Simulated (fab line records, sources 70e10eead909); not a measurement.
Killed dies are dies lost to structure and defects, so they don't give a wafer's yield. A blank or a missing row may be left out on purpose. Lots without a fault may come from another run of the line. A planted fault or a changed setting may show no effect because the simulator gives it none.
A struck lot beside a sound one | flow nand_harc | 15 steps out of a route of 1159
Sound: wafers L971.4, L971.5, L971.6. Struck: wafers L969.2, L969.4, L969.5. The cause comes at the end.
At each step with rows: each side's tool, then ch and its chambers, then its first start. Under that, the readings that differ: sound wafers | struck wafers | difference of the means | sigmas: that difference in standard deviations of wafers without a fault.
alike: readings whose means differ by less than 2 such deviations, and words and numbers that are the same on both sides. not compared: withheld readings, readings that some wafer has no value for, bounds like >300 that may hide the same value, and numbers for which the record gives no deviation and whose values overlap.
The two part at a step that has a row with sigmas, a row that says differs or no value, or rows on one side only. Numbers that don't overlap but have no deviation are shown without sigmas and don't part them. A reading that every wafer of one side lacks parts them only if that side has two wafers or more.

NHARC_A_CONTACT_ETCH_138: etches the open film in C4F8/O2/Ar, time 132 s, target depth 1289 nm.
  sound on har_cap_etch-02 ch 0,1, day 20 21:48; struck on har_cap_etch-02 ch 0,1, day 20 17:28
  not compared: rf_hours_counter_h
then, 1 step without rows for these wafers: NHARC_A_CONTACT_ETCH_139 (etches the open film in C4F8/O2/Ar, time 137 s, target depth 590 nm).
NHARC_A_CONTACT_ETCH_92: etches the open film in CH3F/O2, target depth 40 nm, time 85.7 s.
  sound on rie_diel-11 ch 0,1, day 20 22:24; struck on rie_diel-11 ch 0,2, day 20 17:59
  alike: drypump_motor_current_A, oes_product_au, rf_vpp_V, showerhead_plenum_p_Torr, throttle_valve_pct
  not compared: rf_hours_counter_h
NHARC_A_CONTACT_ETCH_98: etches the open film in C4F6/O2, target depth 20 nm, time 10 s.
  sound on rie_diel-11 ch 2,3; struck on rie_diel-11 ch 1,2
  alike: drypump_motor_current_A, oes_product_au, rf_vpp_V, showerhead_plenum_p_Torr, throttle_valve_pct
  not compared: rf_hours_counter_h
NHARC_A_CONTACT_CD_MEAS_15:
  sound on cd_sem-02, day 20 22:37; struck on cd_sem-01, day 20 18:12
  alike: cd_nm
then, 3 steps without rows for these wafers: NHARC_A_CONTACT_STRIP_107 (strips in N2/H2); NHARC_A_CONTACT_STRIP_108 (strips in CF4/CHF3); NHARC_A_CONTACT_STRIP_109 (strips in O2/COS).
NHARC_A_CONTACT_ETCH_110: etches the open film in CF4/O2, target depth 50 nm, overetch 5 nm, time 27.5 s.
  sound on rie_diel-02 ch 0,2,3, day 20 23:20; struck on rie_diel-02 ch 1,3, day 20 18:29
  alike: cf4_flow_sccm, drypump_motor_current_A, oes_ar_750_au, oes_product_au, rf_vpp_V, showerhead_plenum_p_Torr, throttle_valve_pct
  not compared: rf_hours_counter_h
NHARC_A_CONTACT_STRIP_26: strips in O2.
  sound on rie_diel-02 ch 1,2,3; struck on rie_diel-02 ch 0,1,3
  alike: drypump_motor_current_A, oes_product_au, rf_vpp_V, showerhead_plenum_p_Torr, throttle_valve_pct
  not compared: rf_hours_counter_h
then, 2 steps without rows for these wafers: NHARC_A_CONTACT_STRIP_27 (strips in post etch residue remover, time 600 s); NHARC_A_CONTACT_ALD_18 (deposits TiN, target thk 3 nm, pulse time 1 s, ald cycles 150).
NHARC_A_CONTACT_CVD_19: deposits W, target thk 300 nm, time 802 s.
  sound on cvd_w-02 ch 0,1, day 21 00:34; struck on cvd_w-01 ch 0,1, day 21 00:08
  alike: heater_power_w, throttle_valve_pct
  not compared: since_wet_clean_h
NHARC_A_CONTACT_CMP_20: polishes, t overpolish 30 s, target thk 300 nm.
  sound on cmp-03 ch 0,1,2, day 21 01:11; struck on cmp-04 ch 0,1,2, day 21 01:03
  reading                | sound          | struck            | difference | sigmas
  time_to_endpoint_s (s) | 64.8 61.0 64.0 | 119.3 119.3 120.1 | +56.3      | +24
  alike: motor_current_A, overpolish_run_s
  not compared: pad_life_wafers
-- the record jumps here: 3 days lie between the struck wafers' starts before and after (it left off in module A_CONTACT and takes up again in module END, whose first step shown is number 1159 of the route) --
NHARC_END_SORT_01:
  the record has rows for the struck wafers here (prober-01 ch 0, day 23 14:14) and none for the sound ones

WHERE THEY PART
First at NHARC_A_CONTACT_CMP_20; last, within this record, at NHARC_END_SORT_01.

WHY: what the simulator had put in
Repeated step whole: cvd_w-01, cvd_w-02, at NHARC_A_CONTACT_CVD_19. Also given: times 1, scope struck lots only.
